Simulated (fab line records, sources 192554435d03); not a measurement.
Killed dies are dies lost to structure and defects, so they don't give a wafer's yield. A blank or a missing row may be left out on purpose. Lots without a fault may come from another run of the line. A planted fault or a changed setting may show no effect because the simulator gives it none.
Split-lot experiment | flow n5_finfet | 7 lots, 21 wafers read, on a route of 1938 steps

THE SPLIT
At N5_HKMG_FIN_CVD_62 (deposits a-Si from Si2H6, target thk 3 nm, time 20.8 s), the setting temp_c was moved away from the recipe's 500 C on 5 of the 21 wafers read, by -4.0% to +4.4%. The other wafers ran this setting at the recipe's value.

The reading is taken at the split's own step.

THE READING
a-Si_of_HKMG_FIN_CVD_62.thk_nm (the simulator's own value, which no gauge read), in nm, at N5_HKMG_FIN_CVD_62 (deposits a-Si from Si2H6, target thk 3 nm, time 20.8 s). The file gives no usual value for it. The 16 wafers here that ran the recipe average 3.0 nm, standard deviation 0.17 nm.

wafer  | tool, chamber at the split | temp_c as run, C | against the recipe | a-Si_of_HKMG_FIN_CVD_62.thk_nm, nm | against lot-mates on the recipe
L075.2 | thermal_cvd_si-02, 2       | 500              | recipe             | 3                                  | -
L075.4 | thermal_cvd_si-02, 0       | 500              | recipe             | 2.8                                | -
L075.6 | thermal_cvd_si-02, 2       | 479.9            | -4.0%              | 1.6                                | -1.3
L085.2 | thermal_cvd_si-01, 1       | 500              | recipe             | 2.8                                | -
L085.5 | thermal_cvd_si-01, 1       | 500              | recipe             | 2.8                                | -
L085.3 | thermal_cvd_si-01, 0       | 500              | recipe             | 3.2                                | -
L087.1 | thermal_cvd_si-01, 2       | 507.4            | +1.5%              | 3.6                                | +0.6
L087.2 | thermal_cvd_si-01, 1       | 500              | recipe             | 2.8                                | -
L087.3 | thermal_cvd_si-01, 0       | 500              | recipe             | 3.2                                | -
L092.2 | thermal_cvd_si-02, 0       | 480.9            | -3.8%              | 1.4                                | -1.4
L092.5 | thermal_cvd_si-02, 2       | 500              | recipe             | 2.8                                | -
L092.6 | thermal_cvd_si-02, 1       | 480.9            | -3.8%              | 1.6                                | -1.2
L093.1 | thermal_cvd_si-01, 2       | 500              | recipe             | 2.8                                | -
L093.6 | thermal_cvd_si-01, 2       | 500              | recipe             | 2.8                                | -
L093.4 | thermal_cvd_si-01, 0       | 500              | recipe             | 3                                  | -
L094.2 | thermal_cvd_si-01, 0       | 500              | recipe             | 3.2                                | -
L094.4 | thermal_cvd_si-01, 0       | 500              | recipe             | 3.2                                | -
L094.6 | thermal_cvd_si-01, 2       | 500              | recipe             | 3                                  | -
L097.1 | thermal_cvd_si-01, 2       | 521.9            | +4.4%              | 5.4                                | +2.5
L097.2 | thermal_cvd_si-01, 1       | 500              | recipe             | 3                                  | -
L097.4 | thermal_cvd_si-01, 2       | 500              | recipe             | 2.8                                | -

THE FIT
A straight line over all 21 wafers: a-Si_of_HKMG_FIN_CVD_62.thk_nm changes by +0.428 nm for each +1% of temp_c; r = +0.96; the points scatter about the line by 0.22 nm.
The same after taking each lot's own level away (the mean of its wafers on the recipe; 21 wafers): +0.411 nm for each +1%; r = +0.96; scatter 0.22 nm.
On that fit, the largest move of temp_c shifts the reading by 1.8 nm.
The lots' own levels span 2.80 to 3.13 nm, that is 2.0 times the standard deviation above.
So the lot-to-lot level changes the slope little: the two slopes agree.
Check: with one of the wafers moved furthest among these (+4.4%) left out of the fit, the line predicts +1.49 nm for it against its lot-mates. It came out at +2.5 nm against them.

OTHER SPLITS ON THESE WAFERS
These wafers also went through other splits before the reading. Each is held against what the fit with the lots' levels taken away leaves over:
other split on the same wafers | wafers away from the commonest value | r with a-Si_of_HKMG_FIN_CVD_62.thk_nm (lot level and that fit taken away)
N5_ZERO_LAYER_PECVD_02 time_s  | 5                                    | +0.30
N5_FIN_SAQP_COAT_10 spin_rpm   | 7                                    | -0.17
N5_DUMMY_GATE_CVD_03 temp_c    | 12                                   | +0.15
N5_DUMMY_GATE_COAT_28 spin_rpm | 5                                    | -0.08
N5_SD_EPI_N_PEB_07 peb_time_s  | 9                                    | -0.46
N5_SDB_COAT_03 spin_rpm        | 7                                    | -0.46
N5_HKMG_FIN_ETCH_58 bias_w     | 7                                    | +0.00

THE FILE'S OWN FIT
a-Si_of_HKMG_FIN_CVD_62.thk_nm changes by +0.423 nm for each +1% of temp_c, r = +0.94.
